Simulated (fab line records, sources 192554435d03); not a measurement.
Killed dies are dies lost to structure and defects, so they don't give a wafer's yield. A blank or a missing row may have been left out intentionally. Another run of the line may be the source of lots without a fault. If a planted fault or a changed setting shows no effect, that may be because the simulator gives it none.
Which tool was responsible? ; flow n5 finfet ; 12 lots with 35 wafers sampled at 5 steps, on a route of 1938 steps

WHAT EACH GAUGE READ, for each wafer
No reading from a measuring or inspecting step in the record can be judged against a usual standard deviation.

TOOL THAT RAN EACH LOT (tool first, then ch and the chambers of the sampled wafers, then the start)
lot;N5_BEOL_M6_CURE_75;N5_BEOL_M6_DEGAS_44;N5_BEOL_M6_PRE_CLEAN_45;N5_BEOL_M6_CVD_78;N5_PASSIVATION_PROBE_49
L251;uv cure-02 ch 2, day 9 00:13;pvd sputter-03, day 9 00:57;pvd sputter-03, day 9 01:02;cvd co-02 ch 0,1, day 9 01:51;prober-02, day 12 07:50
L253;uv cure-03 ch 2, day 9 07:06;pvd sputter-03, day 9 07:52;pvd sputter-03, day 9 07:57;cvd co-02 ch 0,1, day 9 08:40;prober-01, day 12 16:07
L255;uv cure-02 ch 1, day 9 09:16;pvd sputter-02, day 9 09:38;pvd sputter-02, day 9 09:40;cvd co-01 ch 1,2, day 9 10:24;prober-02, day 13 01:42
L254;uv cure-03 ch 1, day 9 14:21;pvd sputter-02, day 9 14:59;pvd sputter-02, day 9 15:02;cvd co-01 ch 1,2, day 9 15:40;prober-02, day 13 19:26
L256;uv cure-01 ch 0, day 10 06:17;pvd sputter-03, day 10 07:08;pvd sputter-03, day 10 07:11;cvd co-02 ch 0,2, day 10 07:38;prober-01, day 13 19:47
L257;uv cure-02 ch 1, day 10 20:28;pvd sputter-01, day 10 21:05;pvd sputter-01, day 10 21:07;cvd co-01 ch 0,2, day 10 21:37;prober-01, day 14 12:19
L258;uv cure-03 ch 0, day 11 01:08;pvd sputter-03, day 11 01:26;pvd sputter-03, day 11 01:29;cvd co-01 ch 0,1, day 11 02:28;prober-01, day 14 13:58
L261;uv cure-01 ch 0, day 12 01:42;pvd sputter-02, day 12 02:10;pvd sputter-02, day 12 02:12;cvd co-01 ch 0,1,2, day 12 02:37;prober-01, day 15 19:22
L264;uv cure-02 ch 1, day 12 01:47;pvd sputter-02, day 12 02:05;pvd sputter-02, day 12 02:07;cvd co-02 ch 1,2, day 12 02:35;prober-02, day 15 20:31
L259;uv cure-01 ch 0, day 12 03:50;pvd sputter-03, day 12 05:20;pvd sputter-03, day 12 05:23;cvd co-02 ch 0,1,2, day 12 05:56;prober-01, day 16 01:25
L263;uv cure-03 ch 0, day 12 05:38;pvd sputter-02, day 12 05:50;pvd sputter-02, day 12 05:52;cvd co-02 ch 0,1,2, day 12 06:22;prober-02, day 16 00:04
L267;uv cure-03 ch 2, day 13 14:10;pvd sputter-01, day 13 14:43;pvd sputter-01, day 13 14:45;cvd co-02 ch 1, day 13 15:49;prober-01, day 17 14:57
- N5_BEOL_M6_CURE_75: cures SiCOH lowk, time 120 s.
- N5_BEOL_M6_DEGAS_44: time 60 s.
- N5_BEOL_M6_PRE_CLEAN_45: time 30 s.
- N5_BEOL_M6_CVD_78: deposits Co from CCTBA/H2, target thk 2 nm, time 142.3 s.
- N5_PASSIVATION_PROBE_49

WHAT THE TOOLS THEMSELVES READ (means of the sampled wafers that have a number; where no wafer has one, the mark that the record gives instead)
N5_BEOL_M6_CURE_75.
lot;tool;lamp power pct (%);wafer_temp_C_max
L251;uv cure-02;52.37;370.9
L253;uv cure-03;52.35;372.2
L255;uv cure-02;52.32;372.9
L254;uv cure-03;52.27;371.5
L256;uv cure-01;52.26;371.7
L257;uv cure-02;52.28;371.9
L258;uv cure-03;52.32;372.4
L261;uv cure-01;52.29;371.7
L264;uv cure-02;52.34;372.2
L259;uv cure-01;52.34;371.4
L263;uv cure-03;52.29;372.2
L267;uv cure-03;52.30;371.9

N5_BEOL_M6_DEGAS_44.
lot;tool;heater power w (W)
L251;pvd sputter-03;334
L253;pvd sputter-03;333
L255;pvd sputter-02;373
L254;pvd sputter-02;358
L256;pvd sputter-03;318
L257;pvd sputter-01;329
L258;pvd sputter-03;332
L261;pvd sputter-02;389
L264;pvd sputter-02;368
L259;pvd sputter-03;327
L263;pvd sputter-02;379
L267;pvd sputter-01;346

N5_BEOL_M6_PRE_CLEAN_45.
lot;tool;heater power w (W)
L251;pvd sputter-03;338
L253;pvd sputter-03;336
L255;pvd sputter-02;366
L254;pvd sputter-02;362
L256;pvd sputter-03;319
L257;pvd sputter-01;329
L258;pvd sputter-03;336
L261;pvd sputter-02;387
L264;pvd sputter-02;370
L259;pvd sputter-03;328
L263;pvd sputter-02;379
L267;pvd sputter-01;348

N5_BEOL_M6_CVD_78.
lot;tool;chamber pressure Torr (Torr);run length s (s)
L251;cvd co-02;29.99;165.1
L253;cvd co-02;30.05;165.4
L255;cvd co-01;29.98;165.7
L254;cvd co-01;29.95;165.4
L256;cvd co-02;29.95;165.7
L257;cvd co-01;30.00;165.7
L258;cvd co-01;29.89;165.2
L261;cvd co-01;29.92;165.3
L264;cvd co-02;29.94;165.0
L259;cvd co-02;30.00;165.6
L263;cvd co-02;30.07;165.5
L267;cvd co-02;30.00;163.4

N5_PASSIVATION_PROBE_49.
lot;tool;defect limited yield (%);killed_at_M0_to_M3;killed_at_M4_up;killed at contacts;killed at front end;killed at other;killed dies;killed open;killed short;sort_bin_5_function (%);sort_bin_6_memory (%);sort n pass;sort yield pct (%)
L251;prober-02;89.8;42;5;21;50;2.7;121;83;37;6.0;4.0;1059;89.8
L253;prober-01;91.2;37;13;17;35;2.3;104;71;32;5.1;3.4;1076;91.2
L255;prober-02;93.1;27;10;8;34;2.7;81;51;29;4.1;2.5;1099;93.1
L254;prober-02;90.9;35;16;13;39;4.3;107;70;35;5.1;3.4;1073;90.9
L256;prober-01;91.9;29;10;6;47;3.7;95;59;34;4.6;3.0;1085;91.9
L257;prober-01;91.5;35;15;12;37;2.3;101;62;37;5.1;3.2;1079;91.5
L258;prober-01;92.1;39;14;5;34;1.3;93;63;29;4.3;3.2;1087;92.1
L261;prober-01;90.3;37;20;14;41;3.3;115;80;34;5.6;3.9;1065;90.3
L264;prober-02;92.2;33;10;11;31;7.7;92;58;34;4.5;3.0;1088;92.2
L259;prober-01;89.6;36;13;28;44;1.0;122;86;35;6.7;3.2;1058;89.6
L263;prober-02;91.9;25;10;13;46;2.7;96;63;33;4.7;3.1;1084;91.9
L267;prober-01;92.5;28;14;6;38;3.0;88;59;28;4.4;2.9;1092;92.5

THE ANSWER, worked out from the rows above alone
Rule: usual is defined by the lots themselves. Put in order of their means at a reading, lots are off if they are a third of the lots or fewer, leave a main group of 4 or more, and stand apart from it by a gap of 3 or more times the standard deviation of the main group's means; of several such gaps the widest counts. A main group whose means are all the same, to the digits that the tables above print for the reading, isn't used. Also off: a lot with no number at a reading for which 4 or more lots have one. Where the step has rows for the other lots, those lots are counted as sound. Order of review: gauges by route order, followed by the tools' own readings, for which a lot's mean as printed above is used. At the first step where some lot is off, the reading lying furthest off is the one used; lots without a number count as furthest.
Off at N5_BEOL_M6_CVD_78 (run length s): L267. For the main group the mean is 165.4 s and the standard deviation 0.24.
If a tool, at that step or one of the process steps before it, ran each lot that is off and ran no sound lot following the first of them, it fits. Can't be told from this: 3 tools fit, uv cure-03 at N5_BEOL_M6_CURE_75, pvd sputter-01 at N5_BEOL_M6_DEGAS_44 and N5_BEOL_M6_PRE_CLEAN_45, cvd co-02 at N5_BEOL_M6_CVD_78.

WHAT WAS PUT IN BY THE SIMULATOR
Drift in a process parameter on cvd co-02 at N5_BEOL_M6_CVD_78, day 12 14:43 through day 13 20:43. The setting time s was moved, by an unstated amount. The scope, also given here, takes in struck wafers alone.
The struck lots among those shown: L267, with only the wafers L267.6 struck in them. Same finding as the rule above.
